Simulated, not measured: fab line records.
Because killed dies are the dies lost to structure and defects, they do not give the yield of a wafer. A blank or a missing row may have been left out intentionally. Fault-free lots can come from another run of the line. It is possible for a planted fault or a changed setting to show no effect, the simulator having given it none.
2 desks, one fault | flow n5 finfet | only its own numbers are on each desk; what lay behind them is given at the end

## TOOL OWNER'S DESK, rie diel-04
The tool's own readings at N5_BEOL_M4_ETCH_70 (etches SOC in N2/H2, target depth 80 nm, overetch 24 nm, time 130 s): means of the sampled wafers that have a number, for each lot that ran on this tool. If a lot's mean is further than 4 standard deviations from the usual mean, the lot is out of limits and carries the mark OUT (the distance appears in the brackets).
Columns: A = drypump motor current A at N5_BEOL_M4_ETCH_70, usual 5.7 A; B = oes product au at N5_BEOL_M4_ETCH_70, usual 0.57 a.u.; C = rf fwd power W at N5_BEOL_M4_ETCH_70, usual 835.5 W; D = rf vpp V at N5_BEOL_M4_ETCH_70, usual 524.1 V; E = showerhead plenum p Torr at N5_BEOL_M4_ETCH_70, usual 2.55 Torr; F = temp c at N5_BEOL_M4_ETCH_70, usual 40.02 C; G = throttle valve pct at N5_BEOL_M4_ETCH_70, usual 17.81 %
lot  | first seen here | A   | B    | C                | D               | E    | F     | G
L923 | day 9 14:26     | 5.7 | 0.52 | 833.7            | 524.6           | 2.58 | 40.01 | 17.88
L925 | day 11 05:37    | 5.6 | 0.51 | 835.3            | 525.0           | 2.58 | 39.90 | 17.82
L926 | day 11 08:22    | 5.9 | 0.52 | 1035.1 (+77) OUT | 487.1 (-25) OUT | 2.54 | 39.96 | 17.89
L929 | day 11 21:02    | 5.7 | 0.50 | 1038.4 (+78) OUT | 488.4 (-24) OUT | 2.58 | 39.98 | 17.90
L946 | day 15 07:01    | 5.8 | 0.61 | 838.4            | 524.0           | 2.53 | 40.01 | 17.58
L943 | day 16 02:47    | 5.8 | 0.65 | 836.7            | 522.6           | 2.53 | 40.04 | 17.47
This desk's verdict: out of limits on L926, L929, starting with L926 at day 11 08:22 (rf fwd power W at N5_BEOL_M4_ETCH_70). L923, L925, L946, L943 stayed within limits.

## AT THE METROLOGY DESK
What the gauges read for every lot (on any tool): the sampled wafers with a number, averaged. If a lot's mean is further than 4 standard deviations from the usual mean, the lot is out of limits and carries the mark OUT (the distance appears in the brackets). Readings shown: 7 of its 10, picked as those furthest out on some lot.
Columns: A = DIBL_N at N5_BEOL_M4_RC_MEAS_101, usual 36.0 mV/V; B = DIBL_P at N5_BEOL_M4_RC_MEAS_101, usual 36.2 mV/V; C = IOFF_N at N5_BEOL_M4_RC_MEAS_101, usual 0.155 nA/um; D = IOFF_P at N5_BEOL_M4_RC_MEAS_101, usual 0.21 nA/um; E = ION_N at N5_BEOL_M4_RC_MEAS_101, usual 674 uA/um; F = VT_N at N5_BEOL_M4_RC_MEAS_101, usual 250.0 mV; G = VT_P at N5_BEOL_M4_RC_MEAS_101, usual -251 mV
lot  | first seen here | A    | B    | C     | D    | E   | F     | G
L923 | day 9 19:06     | 34.0 | 33.6 | 0.111 | 0.16 | 657 | 255.0 | -254
L925 | day 11 09:54    | 36.3 | 35.9 | 0.153 | 0.19 | 677 | 250.7 | -252
L926 | day 11 12:30    | 36.0 | 34.4 | 0.144 | 0.20 | 673 | 250.1 | -251
L927 | day 11 18:32    | 36.0 | 37.2 | 0.162 | 0.23 | 683 | 249.0 | -249
L929 | day 12 01:49    | 35.3 | 35.5 | 0.144 | 0.20 | 677 | 249.3 | -250
L936 | day 14 03:13    | 36.1 | 36.7 | 0.175 | 0.25 | 682 | 247.2 | -246
L946 | day 15 11:43    | 34.9 | 34.6 | 0.125 | 0.19 | 669 | 253.6 | -250
L943 | day 16 09:26    | 35.3 | 36.1 | 0.151 | 0.20 | 673 | 249.2 | -252
This desk found nothing out of limits on any of the 8 lots.

## ALL TOGETHER
The tool owner's desk had the chance to raise an alarm at day 11 08:22 on L926, L929.
The metrology desk saw nothing out of limits.
The metrology desk has L926, L929 on record, within its limits.
Of the lots named, all ran N5_BEOL_M4_ETCH_70 on rie diel-04.

## WHAT THE SIMULATOR PUT IN
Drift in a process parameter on rie diel-04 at N5_BEOL_M4_ETCH_70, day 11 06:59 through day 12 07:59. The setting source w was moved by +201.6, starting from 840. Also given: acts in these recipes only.
Shown lots that were struck: L926, L929.
Hours from the fault's start to each desk's first reading out of limits: the tool owner's desk, 1.
